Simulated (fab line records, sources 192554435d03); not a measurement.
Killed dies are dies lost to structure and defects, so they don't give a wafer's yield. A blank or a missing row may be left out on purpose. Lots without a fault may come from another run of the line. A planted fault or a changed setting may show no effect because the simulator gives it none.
Which tool did it? | flow n5_finfet | 14 lots, 39 wafers sampled, at 6 steps of a route of 1938

WHAT THE GAUGES READ, wafer by wafer
N5_BEOL_M0_SAQP_OVL_MEAS_15.
lot  | measured     | on         | M0_CORE_OVL (nm)
L689 | day 5 10:35  | overlay-01 | 0.8 -0.9 0.6
L691 | day 5 20:04  | overlay-01 | 0.6 -0.5 -1.1
L693 | day 6 14:06  | overlay-01 | -0.4 -0.5 -0.4
L694 | day 6 17:55  | overlay-02 | -0.4 0.5 -0.2
L695 | day 6 21:37  | overlay-01 | -0.2 -0.1 -0.5
L696 | day 7 05:29  | overlay-01 | -0.6 -0.1 0.3
L700 | day 8 05:01  | overlay-01 | 0.0 -1.5 -0.8
L701 | day 8 15:09  | overlay-02 | 0.3 0.7
L702 | day 8 18:38  | overlay-02 | 1.1 0.0 0.7
L703 | day 9 04:39  | overlay-02 | -0.4 0.1 0.9
L704 | day 9 06:58  | overlay-01 | -1.0 0.0
L708 | day 10 10:40 | overlay-02 | -0.7 0.6 -0.5
L710 | day 10 20:46 | overlay-02 | -0.2 0.3
L712 | day 12 00:19 | overlay-02 | 1.7 1.3 0.5

N5_BEOL_M0_SAQP_CD_MEAS_25: target cd 13.1 nm.
lot  | measured     | on        | cd_nm (nm)
L689 | day 5 12:19  | cd_sem-01 | 12.93 12.71 12.74
L691 | day 5 21:46  | cd_sem-03 | 12.84 12.58 12.63
L693 | day 6 15:45  | cd_sem-03 | 12.70 12.70 12.86
L694 | day 6 19:56  | cd_sem-01 | 12.90 12.88 12.72
L695 | day 6 23:26  | cd_sem-03 | - - -
L696 | day 7 07:15  | cd_sem-03 | - - -
L700 | day 8 06:46  | cd_sem-02 | 13.52 13.22 12.43
L701 | day 8 17:32  | cd_sem-02 | 12.73 12.71
L702 | day 8 21:13  | cd_sem-01 | 12.88 12.72 13.04
L703 | day 9 06:40  | cd_sem-03 | 12.70 12.84 12.46
L704 | day 9 08:43  | cd_sem-01 | 13.29 12.83
L708 | day 10 12:38 | cd_sem-03 | 13.15 12.51 13.17
L710 | day 10 22:53 | cd_sem-02 | 12.84 13.01
L712 | day 12 01:56 | cd_sem-03 | 12.49 13.07 12.71

N5_BEOL_M4_RC_MEAS_101.
lot  | measured     | on        | DIBL_N (mV/V)  | DIBL_P (mV/V)  | IOFF_N (nA/um) | IOFF_P (nA/um) | ION_N (uA/um) | ION_P (uA/um) | SS_N (mV/dec)  | SS_P (mV/dec)  | VT_N (mV)   | VT_P (mV)
L689 | day 7 17:24  | prober-01 | 32.5 36.8 35.2 | 32.4 37.7 36.3 | 0.11 0.20 0.17 | 0.16 0.25 0.22 | 650 690 677   | 452 468 463   | 70.7 71.8 71.6 | 72.4 74.1 72.6 | 252 241 247 | -253 -249 -248
L691 | day 8 01:12  | prober-02 | 35.0 34.3 33.8 | 34.9 32.9 33.2 | 0.13 0.11 0.13 | 0.22 0.16 0.18 | 644 654 670   | 451 455 464   | 71.5 70.7 70.5 | 73.5 72.8 73.0 | 255 255 250 | -250 -253 -250
L693 | day 9 02:36  | prober-02 | 35.1 35.4 32.2 | 35.7 37.1 32.7 | 0.14 0.15 0.10 | 0.18 0.21 0.16 | 664 678 650   | 451 468 450   | 71.3 71.5 70.5 | 73.3 73.0 72.2 | 253 250 257 | -254 -250 -253
L694 | day 8 21:22  | prober-01 | 38.5 35.3 37.7 | 39.0 35.3 37.4 | 0.20 0.14 0.18 | 0.28 0.23 0.25 | 687 662 690   | 476 462 473   | 72.4 70.6 71.3 | 73.7 73.4 72.9 | 247 249 246 | -245 -245 -245
L700 | day 10 14:29 | prober-02 | 35.6 35.6 33.2 | 36.8 36.7 34.3 | 0.15 0.15 0.12 | 0.21 0.20 0.18 | 663 690 657   | 463 473 454   | 71.8 71.2 70.3 | 73.6 73.7 73.6 | 252 251 255 | -248 -251 -251
L701 | day 11 08:44 | prober-02 | 36.6 33.4      | 35.0 33.1      | 0.16 0.12      | 0.21 0.20      | 664 676       | 459 476       | 71.3 71.6      | 73.4 72.1      | 251 256     | -250 -250
L702 | day 11 16:40 | prober-02 | 35.9 41.9 36.9 | 35.5 41.5 35.8 | 0.14 0.26 0.15 | 0.19 0.29 0.19 | 686 690 685   | 468 470 461   | 71.3 73.5 71.1 | 72.7 74.6 73.0 | 249 243 253 | -251 -248 -253
L703 | day 11 16:50 | prober-01 | 38.2 35.4 34.8 | 38.9 36.4 36.2 | 0.18 0.13 0.15 | 0.21 0.17 0.19 | 669 667 698   | 458 461 475   | 71.9 71.2 70.6 | 74.2 73.1 73.2 | 249 253 248 | -252 -256 -252
L704 | day 12 10:34 | prober-01 | 39.0 39.0      | 37.4 38.4      | 0.17 0.19      | 0.22 0.25      | 673 692       | 453 470       | 72.1 71.7      | 74.3 74.8      | 249 248     | -251 -249
L708 | day 13 01:37 | prober-02 | 32.2 35.6 36.5 | 32.2 35.7 37.0 | 0.12 0.16 0.18 | 0.19 0.24 0.29 | 669 678 686   | 476 466 475   | 70.6 71.2 71.6 | 71.6 72.7 73.8 | 251 248 244 | -247 -244 -240
L710 | day 13 01:31 | prober-01 | 37.0 37.9      | 38.9 40.3      | 0.16 0.17      | 0.22 0.23      | 673 672       | 455 460       | 71.2 72.0      | 73.2 73.9      | 251 251     | -252 -250
L712 | day 14 09:05 | prober-01 | 34.2 36.0 32.6 | 36.4 37.1 33.2 | 0.15 0.18 0.12 | 0.21 0.22 0.17 | 678 682 665   | 460 462 457   | 71.5 71.9 71.3 | 74.1 73.2 72.6 | 248 246 251 | -249 -250 -254

WHICH TOOL RAN EACH LOT (tool, then ch and the chambers of the sampled wafers, then the start)
lot  | N5_BEOL_M0_SAQP_PECVD_97        | N5_BEOL_M0_SAQP_SPACER1_ALD_98    | N5_BEOL_M0_SAQP_MANDREL1_REMOVE_100
L689 | pecvd-01 ch 0,2, day 5 09:55    | ald_sin-01 ch 0,2,3, day 5 11:35  | rie_si-03 ch 2,3, day 5 12:11
L691 | pecvd-04 ch 0,1,2, day 5 19:32  | ald_sin-04 ch 0,2,3, day 5 21:01  | rie_si-05 ch 0,2,3, day 5 21:40
L693 | pecvd-01 ch 0,1,2, day 6 13:27  | ald_sin-04 ch 0,1,3, day 6 15:05  | rie_si-03 ch 0,1,3, day 6 15:38
L694 | pecvd-01 ch 1,2, day 6 17:16    | ald_sin-01 ch 1,2,3, day 6 19:15  | rie_si-03 ch 0,1,2, day 6 19:49
L695 | pecvd-02 ch 0,2, day 6 20:58    | ald_sin-01 ch 0,1,2, day 6 22:45  | rie_si-05 ch 0,2,3, day 6 23:19
L696 | pecvd-04 ch 0,2, day 7 04:58    | ald_sin-02 ch 2,3, day 7 06:35    | rie_si-06 ch 0,1, day 7 07:08
L700 | pecvd-04 ch 0,2, day 8 04:20    | ald_sin-04 ch 2,3, day 8 06:05    | rie_si-05 ch 0,2,3, day 8 06:39
L701 | pecvd-01 ch 0,2, day 8 14:39    | ald_sin-04 ch 0,1, day 8 16:52    | rie_si-05 ch 0,1, day 8 17:25
L702 | pecvd-01 ch 0,2, day 8 17:59    | ald_sin-02 ch 0,2, day 8 20:29    | rie_si-05 ch 0,2,3, day 8 21:05
L703 | pecvd-02 ch 0,1,2, day 9 04:08  | ald_sin-02 ch 0,1,3, day 9 06:00  | rie_si-06 ch 1,2,3, day 9 06:34
L704 | pecvd-02 ch 1,2, day 9 06:20    | ald_sin-01 ch 1, day 9 08:02      | rie_si-06 ch 1,2, day 9 08:36
L708 | pecvd-04 ch 0,2, day 10 10:08   | ald_sin-04 ch 0,1,3, day 10 11:58 | rie_si-06 ch 1,2,3, day 10 12:31
L710 | pecvd-04 ch 1,2, day 10 20:16   | ald_sin-01 ch 1,3, day 10 22:12   | rie_si-06 ch 2, day 10 22:47
L712 | pecvd-02 ch 0,1,2, day 11 23:40 | ald_sin-02 ch 0,2,3, day 12 01:16 | rie_si-06 ch 0,1, day 12 01:50
- N5_BEOL_M0_SAQP_PECVD_97: deposits SiNx from SiH4/NH3/N2, target thk 23 nm, time 19.9 s.
- N5_BEOL_M0_SAQP_SPACER1_ALD_98: deposits SiO2, target thk 12.8 nm, pulse time 1 s, purge time 2 s.
- N5_BEOL_M0_SAQP_MANDREL1_REMOVE_100: chemistry HBr/Cl2/O2, target a-Si, stops on SiNx, bt time 10 s.

WHAT THE TOOLS THEMSELVES READ (means of the sampled wafers that have a number; where no wafer has one, the mark that the record gives instead)
N5_BEOL_M0_SAQP_PECVD_97.
lot  | tool     | heater_power_w (W) | showerhead_plenum_p_Torr (Torr) | showerhead_vpp_V (V) | throttle_valve_pct (%)
L689 | pecvd-01 | 496                | 5.16                            | 1041                 | 38.8
L691 | pecvd-04 | 538                | 5.08                            | 1088                 | 37.1
L693 | pecvd-01 | 517                | 5.17                            | 1071                 | 38.8
L694 | pecvd-01 | 540                | 5.17                            | 1120                 | 38.7
L695 | pecvd-02 | 523                | 5.09                            | 999                  | 39.9
L696 | pecvd-04 | 580                | 5.12                            | 1082                 | 36.2
L700 | pecvd-04 | 536                | 5.12                            | 1085                 | 36.2
L701 | pecvd-01 | 538                | 5.16                            | 1052                 | 38.9
L702 | pecvd-01 | 520                | 5.16                            | 1041                 | 39.0
L703 | pecvd-02 | 555                | 5.12                            | 1046                 | 40.5
L704 | pecvd-02 | 572                | 5.13                            | 1068                 | 40.7
L708 | pecvd-04 | 555                | 5.11                            | 1118                 | 37.1
L710 | pecvd-04 | 522                | 5.08                            | 1036                 | 36.7
L712 | pecvd-02 | 564                | 5.12                            | 1039                 | 40.6

N5_BEOL_M0_SAQP_SPACER1_ALD_98.
lot  | tool       | chamber_pressure_Torr (Torr) | heater_power_w (W) | precursor_pulse_height_rel
L689 | ald_sin-01 | 1.998                        | 515                | 1.011
L691 | ald_sin-04 | 2.003                        | 454                | 0.999
L693 | ald_sin-04 | 1.998                        | 501                | 1.001
L694 | ald_sin-01 | 2.002                        | 477                | 0.998
L695 | ald_sin-01 | -                            | -                  | -
L696 | ald_sin-02 | -                            | -                  | -
L700 | ald_sin-04 | 1.998                        | 445                | 1.004
L701 | ald_sin-04 | 1.997                        | 522                | 1.019
L702 | ald_sin-02 | 2.004                        | 451                | 0.999
L703 | ald_sin-02 | 2.000                        | 513                | 1.002
L704 | ald_sin-01 | 2.000                        | 394                | 1.000
L708 | ald_sin-04 | 1.999                        | 513                | 0.989
L710 | ald_sin-01 | 2.001                        | 460                | 0.995
L712 | ald_sin-02 | 2.001                        | 465                | 0.996

N5_BEOL_M0_SAQP_MANDREL1_REMOVE_100.
lot  | tool      | drypump_motor_current_A (A) | oes_product_au (a.u.) | throttle_valve_pct (%)
L689 | rie_si-03 | 5.6                         | 0.965                 | 36.5
L691 | rie_si-05 | 5.6                         | 0.986                 | 36.7
L693 | rie_si-03 | 6.1                         | 0.999                 | 37.4
L694 | rie_si-03 | 5.6                         | 0.996                 | 37.1
L695 | rie_si-05 | 5.6                         | 0.995                 | 36.7
L696 | rie_si-06 | 5.5                         | 1.011                 | 36.8
L700 | rie_si-05 | 5.6                         | 0.999                 | 36.7
L701 | rie_si-05 | 5.7                         | 1.006                 | 37.0
L702 | rie_si-05 | 5.6                         | 0.999                 | 36.7
L703 | rie_si-06 | 5.4                         | 0.992                 | 36.8
L704 | rie_si-06 | 5.3                         | 0.986                 | 37.0
L708 | rie_si-06 | 5.4                         | 0.998                 | 36.8
L710 | rie_si-06 | 5.4                         | 0.980                 | 37.5
L712 | rie_si-06 | 5.3                         | 1.001                 | 36.6

THE ANSWER, worked out from the rows above alone
Rule: what is usual is taken from the lots themselves. Put in order of their means at a reading, lots are off if they are a third of the lots or fewer, leave a main group of 4 or more, and stand apart from it by a gap of 3 or more times the standard deviation of the main group's means; of several such gaps the widest counts. A main group whose means are all the same, to the digits that the tables above print for the reading, isn't used. A lot without any number at a reading at which 4 lots or more have one is off too. The other lots that the step has rows for count as sound. The gauges are gone through in route order, then the tools' own readings, and for those a lot's mean is taken as printed above. The first step at which some lot is off is used, and at that step the reading that is off furthest; a lot without a number counts as furthest.
Off: L695, L696, at N5_BEOL_M0_SAQP_CD_MEAS_25 (cd_nm). Without a number there: L695, L696. The main group: mean 12.84 nm, standard deviation 0.13.
A tool fits if, at a process step before that reading, it ran every lot that is off, and no sound lot after the first of them. The gauges at N5_BEOL_M0_SAQP_CD_MEAS_25 aren't tried: what is off there is off at N5_BEOL_M0_SAQP_SPACER1_ALD_98 too, on other tools, and a gauge's error can't cause that. None of those tried fits.

WHAT THE SIMULATOR HAD PUT IN
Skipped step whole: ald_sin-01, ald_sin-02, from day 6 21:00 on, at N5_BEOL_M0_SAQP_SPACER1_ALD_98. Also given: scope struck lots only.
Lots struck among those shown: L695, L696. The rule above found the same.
